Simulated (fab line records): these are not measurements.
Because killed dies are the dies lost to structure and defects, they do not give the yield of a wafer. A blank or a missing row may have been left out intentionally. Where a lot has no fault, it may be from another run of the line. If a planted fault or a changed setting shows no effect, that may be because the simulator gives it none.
Split-lot experiment	flow n5_finfet	39 wafers read from 7 lots, route of 1938 steps

## THE SPLIT ITSELF
At N5_BEOL_M6_TRENCH_ETCH_37 (etches SiCOH lowk in C4F6/O2, target depth 94.435 nm, time 31.5 s), the setting time_s was moved away from the recipe's 31.5 s on 12 of the 39 wafers read, by -55.9% to +33.3%. This setting was run at the recipe's value on the other wafers.

## FROM THE SPLIT TO THE READING: what the file shows between them, 11 steps
- N5_BEOL_M6_ETCH_41: etches SiCN in CH3F/O2, target depth 29.7 nm, time 52 s
- N5_BEOL_M6_STRIP_80: strips in N2/H2, time 10 s
- N5_BEOL_M6_OCD_MEAS_38
- N5_BEOL_M6_HM_STRIP_39: strips TiN in peroxide tin strip, target depth 25 nm, time 158 s
- N5_BEOL_M6_SRD_40: time 30 s
- N5_BEOL_M6_ECD_50: material Cu, target thk 300 nm
- N5_BEOL_M6_ANNEAL_51: time 90 s
- N5_BEOL_M6_CMP_52: polishes, stops on SiCOH lowk, t overpolish 6.9 s, target thk 80 nm
- N5_BEOL_M6_THK_MEAS_53: measures by xrf
- N5_BEOL_M6_PRE_CLEAN_55: time 15 s
- N5_BEOL_M6_DEP_56: deposits SiCN from 3MS/NH3, target thk 10 nm, time 17.5 s

## THE READING
M6_RS, in ohm/sq, at N5_BEOL_M6_RS_MEAS_57 (measures by four-point-probe). On this fab line, fault-free wafers typically give 0.286 ohm/sq with a standard deviation of 0.01 ohm/sq.

wafer	tool, chamber at the split	time_s as run, s	against the recipe	M6_RS, ohm/sq	against lot-mates on the recipe
L075.1	rie_diel-02, 2	31.5	recipe	0.300	-
L075.2	rie_diel-02, 1	31.5	recipe	0.301	-
L075.3	rie_diel-02, 3	31.5	recipe	0.277	-
L075.4	rie_diel-02, 3	31.5	recipe	0.280	-
L075.5	rie_diel-02, 2	31.5	recipe	0.303	-
L075.6	rie_diel-02, 1	31.5	recipe	0.294	-
L085.1	rie_diel-02, 2	31.5	recipe	0.293	-
L085.2	rie_diel-02, 3	31.5	recipe	0.281	-
L085.3	rie_diel-02, 1	42	+33.3%	0.196	-0.092
L085.4	rie_diel-02, 2	31.5	recipe	0.290	-
L085.5	rie_diel-02, 3	42	+33.3%	0.189	-0.099
L085.6	rie_diel-02, 1	42	+33.3%	0.196	-0.092
L092.1	rie_diel-02, 1	31.5	recipe	0.292	-
L092.4	rie_diel-02, 3	31.5	recipe	0.271	-
L092.5	rie_diel-02, 2	31.5	recipe	0.293	-
L091.1	rie_diel-06, 1	13.9	-55.9%	1.110	+0.809
L091.2	rie_diel-06, 0	31.5	recipe	0.283	-
L091.3	rie_diel-06, 2	31.5	recipe	0.307	-
L091.4	rie_diel-06, 3	13.9	-55.9%	1.120	+0.819
L091.5	rie_diel-06, 3	13.9	-55.9%	1.150	+0.849
L091.6	rie_diel-06, 2	31.5	recipe	0.313	-
L094.1	rie_diel-04, 3	19.77	-37.2%	0.545	+0.261
L094.2	rie_diel-04, 0	31.5	recipe	0.285	-
L094.3	rie_diel-04, 1	31.5	recipe	0.285	-
L094.4	rie_diel-04, 1	31.5	recipe	0.283	-
L094.5	rie_diel-04, 0	19.77	-37.2%	0.564	+0.280
L094.6	rie_diel-04, 3	19.77	-37.2%	0.551	+0.267
L095.1	rie_diel-04, 0	31.5	recipe	0.281	-
L095.2	rie_diel-04, 1	31.5	recipe	0.285	-
L095.3	rie_diel-04, 3	25.38	-19.4%	0.380	+0.097
L095.4	rie_diel-04, 1	25.38	-19.4%	0.392	+0.109
L095.5	rie_diel-04, 3	31.5	recipe	0.282	-
L095.6	rie_diel-04, 0	25.38	-19.4%	0.382	+0.099
L096.1	rie_diel-02, 2	31.5	recipe	0.300	-
L096.2	rie_diel-02, 3	31.5	recipe	0.273	-
L096.3	rie_diel-02, 0	31.5	recipe	0.287	-
L096.4	rie_diel-02, 0	31.5	recipe	0.279	-
L096.5	rie_diel-02, 3	31.5	recipe	0.280	-
L096.6	rie_diel-02, 2	31.5	recipe	0.298	-

FIT RESULTS
A straight line over all 39 wafers: M6_RS changes by -0.00997 ohm/sq for each +1% of time_s; r = -0.89; the points scatter about the line by 0.11 ohm/sq.
The same after taking each lot's own level away (the mean of its wafers on the recipe; 39 wafers): -0.00989 ohm/sq for each +1%; r = -0.89; scatter 0.11 ohm/sq.
On that fit, the largest move of time_s shifts the reading by 0.55 ohm/sq.
The lots' own levels span 0.2827 to 0.3010 ohm/sq, that is 1.8 times the standard deviation above.
So the lot-to-lot level changes the slope little: the two slopes agree.
Check: for one of the wafers moved furthest among these (-55.9%), held out of the fit, the line's prediction against its lot-mates is +0.528 ohm/sq. It came out at +0.809 ohm/sq against them.

## THE WHOLE CHAIN: every reading that the file lists as answering this split, in the file's order
step	what it does	reading	change (the file's fit)	r (the file's)
N5_BEOL_M6_TRENCH_ETCH_37	etches SiCOH lowk in C4F6/O2, target depth 94.435 nm, time 31.5 s	etch.depth_nm (the simulator's own value, which no gauge read)	+0.922 nm for each +1% of the setting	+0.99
N5_BEOL_M6_TRENCH_ETCH_37	etches SiCOH lowk in C4F6/O2, target depth 94.435 nm, time 31.5 s	BEOL_M6.feature_depth_nm (the simulator's own value, which no gauge read)	+0.921 nm for each +1% of the setting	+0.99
N5_BEOL_M6_TRENCH_ETCH_37	etches SiCOH lowk in C4F6/O2, target depth 94.435 nm, time 31.5 s	TiN_of_BEOL_M6_HM_DEP_02.thk_nm (the simulator's own value, which no gauge read)	-0.0244 nm for each +1% of the setting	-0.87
N5_BEOL_M6_OCD_MEAS_38		trench_depth_nm	+0.924 nm for each +1% of the setting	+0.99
N5_BEOL_M6_CMP_52	polishes, stops on SiCOH lowk, t overpolish 6.9 s, target thk 80 nm	Cu_of_BEOL_M6_ECD_50.thk_nm (the simulator's own value, which no gauge read)	+0.914 nm for each +1% of the setting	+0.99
N5_BEOL_M6_THK_MEAS_53	measures by xrf	M6_THK	+0.913 for each +1% of the setting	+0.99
N5_BEOL_M6_RS_MEAS_57	measures by four-point-probe	M6_RS	-0.0102 for each +1% of the setting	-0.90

## THE FILE'S OWN FIT
M6_RS changes by -0.0102 ohm/sq for each +1% of time_s, r = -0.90.
